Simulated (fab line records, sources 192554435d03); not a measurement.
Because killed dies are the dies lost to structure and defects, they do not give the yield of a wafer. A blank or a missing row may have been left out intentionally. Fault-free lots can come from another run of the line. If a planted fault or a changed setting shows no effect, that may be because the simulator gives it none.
The same fault as seen by 2 desks :: flow n5Finfet :: each desk has only its own numbers; what lay behind them comes last

## AT THE METROLOGY DESK
What the gauges read, lot by lot, whatever tool the lot ran on: means of the sampled wafers that have a number. A lot is out of limits, marked OUT, if its mean lies more than 4 standard deviations from the usual mean; the brackets give that distance. Of its 17 readings 7 are shown: the one that was out of limits first, and those that lie furthest out on some lot.
Columns: A = RS_SD_N at N5_SD_ACTIVATION_RS_MEAS_03, usual 21.95 ohm/sq; B = DIBL_P at N5_BEOL_M4_RC_MEAS_101, usual 37.3 mV/V; C = IOFF_N at N5_BEOL_M4_RC_MEAS_101, usual 0.16 nA/um; D = RC_DENSE_N at N5_BEOL_M4_RC_MEAS_101, usual 19.1 ohm.um; E = RC_N at N5_BEOL_M4_RC_MEAS_101, usual 15.6 ohm.um; F = REXT_N at N5_BEOL_M4_RC_MEAS_101, usual 75.2 ohm.um; G = RS_SD_N at N5_BEOL_M4_RC_MEAS_101, usual 28.5 ohm/sq
lot: L364
first seen here: day 3 19:14
A: 21.81
B: 38.7
C: 0.16
D: 19.1
E: 15.5
F: 77.3
G: 28.0

lot: L367
first seen here: day 4 12:28
A: 21.63
B: 35.4
C: 0.15
D: 19.2
E: 15.6
F: 73.8
G: 27.9

lot: L369
first seen here: day 4 21:28
A: 21.66
B: 38.4
C: 0.17
D: 18.6
E: 15.2
F: 72.9
G: 28.0

lot: L370
first seen here: day 5 06:11
A: 22.15
B: 38.0
C: 0.18
D: 18.9
E: 15.4
F: 72.5
G: 29.1

lot: L372
first seen here: day 5 15:44
A: 22.03
B: 42.4
C: 0.24
D: 19.0
E: 15.5
F: 73.4
G: 28.7

lot: L374
first seen here: day 6 07:23
A: 21.93
B: 37.6
C: 0.15
D: 18.9
E: 15.3
F: 71.3
G: 28.5

lot: L378
first seen here: day 7 03:50
A: 26.03 (+15) OUT
B: 36.5
C: 0.13
D: 22.4 (+8.0) OUT
E: 18.3 (+8.5) OUT
F: 85.0 (+5.5) OUT
G: 32.8 (+12) OUT

lot: L380
first seen here: day 7 16:44
A: 26.12 (+15) OUT
B: 38.4
C: 0.17
D: 22.5 (+8.2) OUT
E: 18.4 (+8.8) OUT
F: 81.1
G: 33.0 (+12) OUT

lot: L385
first seen here: day 8 23:49
A: 22.30
B: 38.9
C: 0.17
D: 19.0
E: 15.6
F: 78.5
G: 28.9
This desk finds L378, L380 out of limits, with the earliest case on L378 at day 7 03:50 (RS_SD_N at N5_SD_ACTIVATION_RS_MEAS_03). L364, L367, L369, L370, L372, L374, L385 stayed within limits.

## TOOL OWNER'S DESK, laserAnneal-02
Per lot that ran on this tool, the mean of the sampled wafers carrying a number, from the tool's own readings at N5_SD_ACTIVATION_LSA_01 (time 0.0008 s). A lot is out of limits, marked OUT, if its mean lies more than 4 standard deviations from the usual mean; the brackets give that distance.
Columns: A = wafer_temp_C_max at N5_SD_ACTIVATION_LSA_01, usual 1085.6
lot: L367
first seen here: day 4 12:16
A: 1084.0

lot: L369
first seen here: day 4 21:17
A: 1083.7

lot: L374
first seen here: day 6 07:13
A: 1084.1

lot: L378
first seen here: day 7 03:38
A: 1043.6 (-26) OUT

lot: L380
first seen here: day 7 16:32
A: 1043.7 (-26) OUT
This desk's finding: out of limits on L378, L380; first on L378, day 7 03:38 (wafer_temp_C_max at N5_SD_ACTIVATION_LSA_01). L367, L369, L374 stayed within limits.

## PUT TOGETHER
At day 7 03:38, on L378, L380, the tool owner's desk was in a position to raise an alarm.
An alarm was possible from the metrology desk at day 7 03:50, on L378, L380.
All the named lots went through N5_SD_ACTIVATION_LSA_01 on laserAnneal-02.

## WHAT WAS PUT IN BY THE SIMULATOR
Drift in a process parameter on laserAnneal-02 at N5_SD_ACTIVATION_LSA_01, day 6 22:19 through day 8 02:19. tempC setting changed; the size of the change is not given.
Lots struck among those shown: L378, L380.
Hours from the fault's start to each desk's first reading out of limits: the tool owner's desk, 5; the metrology desk, 6.
